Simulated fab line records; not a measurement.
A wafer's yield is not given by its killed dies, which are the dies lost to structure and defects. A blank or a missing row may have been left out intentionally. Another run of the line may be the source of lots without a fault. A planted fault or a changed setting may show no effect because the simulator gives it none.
fab line records -- flow nand-harc
[record] lots = 14, wafers = 42, last-day = 24
route steps=1159 shown A_BLC@976 A_M0@1002
lots untouched by any fault: they come from a run of this same line in which no faults occurred
start-h: the number of hours between the record's first day and the start of the first shown wafer of the lot -- wait-h: how many hours have passed since the lot's step before this one -- " repeats the value in the row above -- L1.1+2: a row that stands for several wafers -- - no value, or no start given -- * or withheld: withheld -- < > ~ a bound
route shown NAME@n: names a module that has steps shown in the file, with the first one's number in the route -- usual: the fault-free wafers' mean and standard deviation -- same: alike in all rows -- chamber/n: place in a boat -- sites: per-site readings -- _std_site: the standard deviation of these -- _edge_site: mean of outer sites minus mean of inner sites -- radius-mm: how far each site lies from the wafer's centre -- mask NAME#n: copy n -- behind: tool/chamber where the wafer was last shaped -- hold: cause of the lot's hold/its duration in hours/its outcome -- device: the n, p or np transistor that did not switch -- end of line: the route-end tests of the same wafers -- step lacking rows: just its recipe -- killed: not the wafer's yield, but the dies lost to structure and defects at the first sort -- map: the dies of a wafer, with x for killed, . for not killed, _ for no die there
set.NAME: the setting the step ran with; set.NAME@STEP: the setting that earlier step ran with -- model.NAME: the simulator's own value behind a step, which no gauge read
the route's steps for a sample of lots (tables are steps, rows are wafers)
services: a tool's chamber out of use, with start hour (start-h, from the record's first day; less than 0 if before it), hours out, and reason
[[steps]]
[step NHARC_A_BLC_INSPECT_12]
[usual] raw-defect-count = 32/14
lot.wafer,tool,chamber,start-h,wait-h,raw-defect-count
L190.1,defect-inspect-01,-,389.28,0.0,12
L190.5,defect-inspect-01,-,389.28,0.0,18
L190.6,defect-inspect-01,-,389.28,0.0,20
L193.1,defect-inspect-02,-,396.36,0.0,11
L193.5,defect-inspect-02,-,396.36,0.0,10
L193.6,defect-inspect-02,-,396.36,0.0,14
L195.1,defect-inspect-02,-,398.25,0.0,10
L195.2,defect-inspect-02,-,398.25,0.0,13
L195.3,defect-inspect-02,-,398.25,0.0,7
L194.1,defect-inspect-02,-,399.51,0.0,38
L194.2,defect-inspect-02,-,399.51,0.0,35
L194.6,defect-inspect-02,-,399.51,0.0,38
L192.2,defect-inspect-02,-,403.63,0.0,38
L192.4,defect-inspect-02,-,403.63,0.0,32
L192.6,defect-inspect-02,-,403.63,0.0,53
L198.1,defect-inspect-02,-,439.09,0.0,46
L198.3,defect-inspect-02,-,439.09,0.0,37
L198.6,defect-inspect-02,-,439.09,0.0,51
L197.1,defect-inspect-01,-,442.08,0.0,43
L197.5,defect-inspect-01,-,442.08,0.0,35
L197.6,defect-inspect-01,-,442.08,0.0,39
L199.4,defect-inspect-02,-,447.24,0.0,39
L199.5,defect-inspect-02,-,447.24,0.0,40
L199.6,defect-inspect-02,-,447.24,0.0,34
L201.2,defect-inspect-01,-,462.47,0.0,51
L201.4,defect-inspect-01,-,462.47,0.0,53
L201.6,defect-inspect-01,-,462.47,0.0,50
L205.3,defect-inspect-02,-,485.38,0.0,38
L205.4,defect-inspect-02,-,485.38,0.0,25
L205.6,defect-inspect-02,-,485.38,0.0,44
L206.1,defect-inspect-01,-,493.54,0.0,42
L206.5,defect-inspect-01,-,493.54,0.0,29
L206.6,defect-inspect-01,-,493.54,0.0,31
L204.3,defect-inspect-02,-,494.83,0.0,33
L204.4,defect-inspect-02,-,494.83,0.0,35
L204.5,defect-inspect-02,-,494.83,0.0,30
L209.1,defect-inspect-02,-,504.43,0.0,13
L209.2,defect-inspect-02,-,504.43,0.0,6
L209.4,defect-inspect-02,-,504.43,0.0,13
L213.3,defect-inspect-02,-,521.08,0.0,23
L213.5,defect-inspect-02,-,521.08,0.0,20
L213.6,defect-inspect-02,-,521.08,0.0,17
[step NHARC_A_BLC_ETCH_16]
[recipe] target-depth-a = 390, over-etch-frac = 0.3, time-s = 65, ion-energy-ev = 80, cf4-flow-sccm = 150, ar-flow-sccm = 0, rf-w = 300, bias-w = 100, chemistry = CF4
[usual] drypump-motor-current-A = 5.5/0.47, oes-product-au = 1.001/0.0072, rf-vpp-V = 150.9/1.3, showerhead-plenum-p-Torr = 1.74/0.071, throttle-valve-pct = 13.284/0.0085
[same] time-s = 65
lot.wafer,tool,chamber,start-h,wait-h,drypump-motor-current-A,oes-product-au,rf-hours-counter-h,rf-vpp-V,showerhead-plenum-p-Torr,throttle-valve-pct
L190.1,rie-diel-12,1,389.45,0.1,5.4,0.999,0,151.6,1.84,13.278
L190.6,rie-diel-12,2,389.45,0.1,5.6,1.001,-,151.7,1.79,13.279
L190.5,rie-diel-12,3,389.45,0.1,6.4,0.993,-,148.2,1.66,13.301
L193.1,rie-diel-12,1,396.52,0.1,5.4,0.997,0,151.6,1.84,13.296
L193.6,rie-diel-12,2,396.52,0.1,5.6,0.997,-,151.5,1.79,13.283
L193.5,rie-diel-12,3,396.52,0.1,6.4,0.990,-,150.6,1.66,13.275
L195.2,rie-diel-08,2,398.40,0.1,5.6,1.007,33,148.7,1.68,13.286
L195.1,rie-diel-08,3,398.40,0.1,5.7,1.004,33,150.6,1.71,13.274
L195.3,rie-diel-08,1,398.40,0.1,5.2,0.991,33,151.1,1.80,13.285
L194.1,rie-diel-08,2,399.69,0.1,5.6,0.993,33,150.0,1.68,13.277
L194.2,rie-diel-08,3,399.69,0.1,5.7,0.995,33,149.9,1.71,13.291
L194.6,rie-diel-08,2,399.69,0.1,5.6,0.985,-,148.8,1.68,13.291
L192.4,rie-diel-03,0,403.78,0.1,4.8,1.008,1,151.9,1.82,13.290
L192.2,rie-diel-03,1,403.78,0.1,4.6,1.021,1,151.5,1.77,13.293
L192.6,rie-diel-03,0,403.78,0.1,4.9,1.000,-,151.3,1.82,13.293
L198.3,rie-diel-03,3,439.24,0.1,5.6,1.003,4,150.0,1.65,13.281
L198.1,rie-diel-03,1,439.24,0.1,4.6,1.006,3,150.1,1.77,13.277
L198.6,rie-diel-03,2,439.24,0.1,5.8,1.002,-,148.5,1.65,13.289
L197.1,rie-diel-12,3,442.24,0.1,6.4,1.002,5,150.0,1.66,13.281
L197.6,rie-diel-12,1,442.24,0.1,5.4,1.014,-,153.4,1.84,13.281
L197.5,rie-diel-12,2,442.24,0.1,5.6,1.001,-,150.9,1.79,13.278
L199.4,rie-diel-12,3,447.40,0.1,6.4,1.001,6,150.0,1.66,13.274
L199.6,rie-diel-12,0,447.40,0.1,5.4,1.010,-,151.5,1.77,13.276
L199.5,rie-diel-12,1,447.40,0.1,5.4,1.000,-,152.5,1.84,13.260
L201.2,rie-diel-12,1,462.62,0.1,5.4,0.996,7,152.4,1.84,13.285
L201.4,rie-diel-12,2,462.62,0.1,5.6,0.998,8,153.4,1.79,13.290
L201.6,rie-diel-12,1,462.62,0.1,5.4,1.007,-,153.5,1.84,13.293
L205.4,rie-diel-12,3,485.53,0.1,6.4,0.999,9,150.2,1.65,13.276
L205.3,rie-diel-12,0,485.53,0.1,5.3,1.000,9,152.7,1.77,13.276
L205.6,rie-diel-12,2,485.53,0.1,5.5,0.993,-,151.4,1.79,13.276
L206.1,rie-diel-03,1,493.69,0.1,4.6,1.008,8,151.9,1.77,13.278
L206.5,rie-diel-03,1,493.69,0.1,4.6,1.009,-,150.9,1.77,13.271
L206.6,rie-diel-03,2,493.69,0.1,5.8,1.013,-,150.8,1.65,13.285
L204.3,rie-diel-03,3,494.97,0.1,5.6,0.992,10,149.0,1.65,13.276
L204.4,rie-diel-03,1,494.97,0.1,4.7,1.015,8,150.6,1.77,13.286
L204.5,rie-diel-03,3,494.97,0.1,5.5,0.989,-,148.4,1.65,13.289
L209.1,rie-diel-08,2,504.65,0.1,5.6,1.005,6,150.3,1.67,13.284
L209.2,rie-diel-08,0,504.65,0.1,6.0,0.988,5,152.1,1.82,13.268
L209.4,rie-diel-08,1,504.65,0.1,5.2,0.994,6,151.0,1.79,13.290
L213.3,rie-diel-12,1,521.24,0.1,5.4,1.001,14,153.5,1.84,13.286
L213.6,rie-diel-12,0,521.24,0.1,5.4,1.007,-,152.2,1.76,13.287
L213.5,rie-diel-12,1,521.24,0.1,5.4,1.002,-,151.5,1.84,13.286
[step NHARC_A_BLC_ETCH_18]
[recipe] target-depth-a = 9100, c4f8-flow-sccm = 20, o2-flow-sccm = 10, ar-flow-sccm = withheld, rf-w = 600, bias-w = 1500, chemistry = C4F8/O2/Ar
[usual] oes-product-au = 0.960/0.019, rf-vpp-V = 976/5.8
lot.wafer,tool,chamber,start-h,wait-h,oes-product-au,rf-hours-counter-h,rf-vpp-V
L190.1,rie-diel-12,2,-,-,0.972,0,982
L190.6,rie-diel-12,3,-,-,0.981,-,969
L190.5,rie-diel-12,0,-,-,0.972,-,977
L193.1,rie-diel-12,2,-,-,0.988,1,979
L193.6,rie-diel-12,3,-,-,0.966,-,968
L193.5,rie-diel-12,0,-,-,0.972,-,978
L195.1,rie-diel-08,2,-,-,0.925,33,972
L195.3,rie-diel-08,3,-,-,0.927,33,974
L195.2,rie-diel-08,0,-,-,0.921,34,984
L194.2,rie-diel-08,2,-,-,0.922,34,971
L194.1,rie-diel-08,0,-,-,0.934,35,984
L194.6,rie-diel-08,1,-,-,0.919,-,981
L192.4,rie-diel-03,0,-,-,0.943,1,982
L192.2,rie-diel-03,2,-,-,0.957,1,968
L192.6,rie-diel-03,3,-,-,0.950,-,967
L198.3,rie-diel-03,0,-,-,0.970,4,983
L198.1,rie-diel-03,2,-,-,0.957,4,967
L198.6,rie-diel-03,0,-,-,0.974,-,982
L197.1,rie-diel-12,3,-,-,0.968,5,969
L197.5,rie-diel-12,2,-,-,0.947,-,980
L197.6,rie-diel-12,3,-,-,0.962,-,969
L199.4,rie-diel-12,3,-,-,0.959,6,970
L199.5,rie-diel-12,3,-,-,0.955,-,968
L199.6,rie-diel-12,0,-,-,0.979,-,978
L201.4,rie-diel-12,1,-,-,0.945,8,985
L201.2,rie-diel-12,0,-,-,0.942,7,976
L201.6,rie-diel-12,1,-,-,0.951,-,983
L205.3,rie-diel-12,3,-,-,0.912,9,968
L205.4,rie-diel-12,0,-,-,0.922,9,976
L205.6,rie-diel-12,0,-,-,0.931,-,977
L206.1,rie-diel-03,2,-,-,0.987,8,969
L206.6,rie-diel-03,1,-,-,0.980,-,982
L206.5,rie-diel-03,2,-,-,0.972,-,969
L204.3,rie-diel-03,2,-,-,0.966,9,969
L204.4,rie-diel-03,3,-,-,0.963,10,967
L204.5,rie-diel-03,0,-,-,0.973,-,981
L209.1,rie-diel-08,3,-,-,0.957,5,974
L209.4,rie-diel-08,1,-,-,0.941,7,981
L209.2,rie-diel-08,2,-,-,0.945,6,970
L213.3,rie-diel-12,1,-,-,0.955,14,983
L213.5,rie-diel-12,2,-,-,0.950,-,980
L213.6,rie-diel-12,3,-,-,0.961,-,968
[step NHARC_A_M0_PEB_07]
[recipe] peb-temp-c = 100, peb-time-s = 65
[usual] heater-power-total-W = 156.6/0.41, plate-temp-C = 99.99/0.12
lot.wafer,tool,chamber,start-h,wait-h,heater-power-total-W,plate-temp-C
L190.1,litho-track-04,0,393.10,0.1,156.2,100.05
L190.5,litho-track-04,0,393.10,0.1,156.0,99.85
L190.6,litho-track-04,0,393.10,0.1,157.1,100.05
L193.1,litho-track-01,0,403.02,0.1,156.2,99.92
L193.5,litho-track-01,0,403.02,0.1,157.1,99.79
L193.6,litho-track-01,0,403.02,0.1,156.9,99.80
L195.1,litho-track-04,0,405.60,0.1,156.2,100.17
L195.2,litho-track-04,0,405.60,0.1,156.6,100.04
L195.3,litho-track-04,0,405.60,0.1,156.8,100.10
L194.1,litho-track-01,0,408.86,0.1,156.4,99.86
L194.2,litho-track-01,0,408.86,0.1,157.0,99.94
L194.6,litho-track-01,0,408.86,0.1,156.1,100.10
L192.2,litho-track-04,0,410.48,0.1,157.1,99.80
L192.4,litho-track-04,0,410.48,0.1,156.9,99.91
L192.6,litho-track-04,0,410.48,0.1,157.1,99.82
L198.1,litho-track-06,0,442.91,0.1,156.1,100.10
L198.3,litho-track-06,0,442.91,0.1,156.8,100.15
L198.6,litho-track-06,0,442.91,0.1,156.2,99.93
L197.1,litho-track-04,0,446.00,0.1,156.9,99.76
L197.5,litho-track-04,0,446.00,0.1,156.3,100.11
L197.6,litho-track-04,0,446.00,0.1,156.1,99.99
L199.4,litho-track-06,0,456.03,0.0,156.8,99.96
L199.5,litho-track-06,0,456.03,0.0,156.3,99.96
L199.6,litho-track-06,0,456.03,0.0,156.8,100.14
L201.2,litho-track-06,0,466.49,0.1,156.7,100.02
L201.4,litho-track-06,0,466.49,0.1,156.1,99.96
L201.6,litho-track-06,0,466.49,0.1,157.0,99.87
L205.3,litho-track-06,0,492.49,0.0,157.3,100.02
L205.4,litho-track-06,0,492.49,0.0,156.3,100.07
L205.6,litho-track-06,0,492.49,0.0,156.3,100.06
L206.1,litho-track-01,0,499.18,0.1,156.2,100.04
L206.5,litho-track-01,0,499.18,0.1,155.9,100.06
L206.6,litho-track-01,0,499.18,0.1,156.5,99.77
L204.3,litho-track-06,0,499.63,0.0,150.4,96.99
L204.4,litho-track-06,0,499.63,0.0,150.2,97.06
L204.5,litho-track-06,0,499.63,0.0,150.2,97.18
L209.1,litho-track-06,0,509.37,0.1,150.1,97.18
L209.2,litho-track-06,0,509.37,0.1,150.4,97.06
L209.4,litho-track-06,0,509.37,0.1,151.1,97.14
L213.3,litho-track-01,0,526.13,0.0,156.5,99.90
L213.5,litho-track-01,0,526.13,0.0,157.1,100.10
L213.6,litho-track-01,0,526.13,0.0,156.3,100.12
[step NHARC_A_M0_CD_MEAS_09]
[recipe] target-cd-nm = 80, landing-energy-ev = 500
[usual] cd-nm = 79.8/0.48
lot.wafer,tool,chamber,start-h,wait-h,cd-nm
L190.1,cd-sem-02,0,393.18,-,80.3
L190.5,cd-sem-02,0,393.18,-,80.4
L190.6,cd-sem-02,0,393.18,-,80.1
L193.1,cd-sem-02,0,403.10,-,80.1
L193.5,cd-sem-02,0,403.10,-,81.0
L193.6,cd-sem-02,0,403.10,-,80.1
L195.1,cd-sem-02,0,405.68,-,79.9
L195.2,cd-sem-02,0,405.68,-,80.6
L195.3,cd-sem-02,0,405.68,-,79.6
L194.1,cd-sem-03,0,408.94,-,79.4
L194.2,cd-sem-03,0,408.94,-,79.3
L194.6,cd-sem-03,0,408.94,-,79.7
L192.2,cd-sem-02,0,410.56,-,79.0
L192.4,cd-sem-02,0,410.56,-,79.5
L192.6,cd-sem-02,0,410.56,-,80.1
L198.1,cd-sem-03,0,442.98,-,79.5
L198.3,cd-sem-03,0,442.98,-,79.0
L198.6,cd-sem-03,0,442.98,-,79.4
L197.1,cd-sem-01,0,446.08,-,80.6
L197.5,cd-sem-01,0,446.08,-,80.1
L197.6,cd-sem-01,0,446.08,-,80.1
L199.4,cd-sem-03,0,456.12,-,79.9
L199.5,cd-sem-03,0,456.12,-,79.8
L199.6,cd-sem-03,0,456.12,-,79.6
L201.2,cd-sem-01,0,466.57,-,79.5
L201.4,cd-sem-01,0,466.57,-,80.3
L201.6,cd-sem-01,0,466.57,-,80.4
L205.3,cd-sem-02,0,492.58,-,79.9
L205.4,cd-sem-02,0,492.58,-,79.5
L205.6,cd-sem-02,0,492.58,-,79.5
L206.1,cd-sem-02,0,499.26,-,79.1
L206.5,cd-sem-02,0,499.26,-,79.1
L206.6,cd-sem-02,0,499.26,-,79.6
L204.3,cd-sem-02,0,499.71,-,68.2
L204.4,cd-sem-02,0,499.71,-,67.7
L204.5,cd-sem-02,0,499.71,-,68.3
L209.1,cd-sem-01,0,509.45,-,67.9
L209.2,cd-sem-01,0,509.45,-,67.9
L209.4,cd-sem-01,0,509.45,-,68.4
L213.3,cd-sem-03,0,526.21,-,79.5
L213.5,cd-sem-03,0,526.21,-,80.3
L213.6,cd-sem-03,0,526.21,-,79.6
[[services]]
tool,chamber,start-h,hours,kind
rie-diel-12,-,379.40,9.0,pm
rie-diel-12,0,379.40,9.0,vent-cycle
rie-diel-12,1,379.40,9.0,vent-cycle
rie-diel-12,2,379.40,9.0,vent-cycle
rie-diel-12,3,379.40,9.0,vent-cycle
rie-diel-12,0,388.40,-,clean
rie-diel-12,1,388.40,-,clean
rie-diel-12,2,388.40,-,clean
rie-diel-12,3,388.40,-,clean
rie-diel-03,-,392.39,9.0,pm
rie-diel-12,0,412.90,-,clean
rie-diel-12,1,412.90,-,clean
rie-diel-12,2,412.90,-,clean
rie-diel-12,3,412.90,-,clean
rie-diel-12,0,437.40,-,clean
rie-diel-12,1,437.40,-,clean
litho-track-01,-,443.00,7.0,pm
rie-diel-08,-,446.38,0.3,repair
rie-diel-03,2,450.70,7.6,repair
litho-track-06,-,467.00,7.0,pm
rie-diel-08,-,479.18,9.0,pm
litho-track-04,-,491.00,7.0,pm
rie-diel-03,2,510.46,2.5,repair
rie-diel-08,3,515.61,8.2,repair
[[key]]
[first-sign] step = NHARC_A_M0_PEB_07, reading = plate-temp-C, direction = down, sigmas = 25, usual = *, struck = *
[effect] step = NHARC_A_M0_PEB_07, reading = heater-power-total-W, direction = down, sigmas = 15, usual = *, struck = *
[effect] step = NHARC_A_M0_CD_MEAS_09, reading = cd-nm, direction = down, sigmas = 25, usual = 79.8, struck = 68.0
met-at NHARC_A_M0_PEB_07
struck-lots L204,L209
sort-left-out L204.3,L204.4,L204.5,L209.1,L209.2,L209.4
not-acting-at NHARC_A_BLC_INSPECT_12,NHARC_A_BLC_ETCH_16,NHARC_A_BLC_ETCH_18
onset-between 492.49 499.63
[fault] kind = process-parameter-drift, tool = litho-track-06, chamber = -, onset-h = 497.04, steps = NHARC_A_M0_PEB_07, channel = peb-temp-c, offset = *, shape = step, end-h = 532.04, acts-in = *, stated = *
// sort-left-out: the simulated sort isn't trusted on such a fault, so these wafers' sort isn't shown, and their yield isn't known
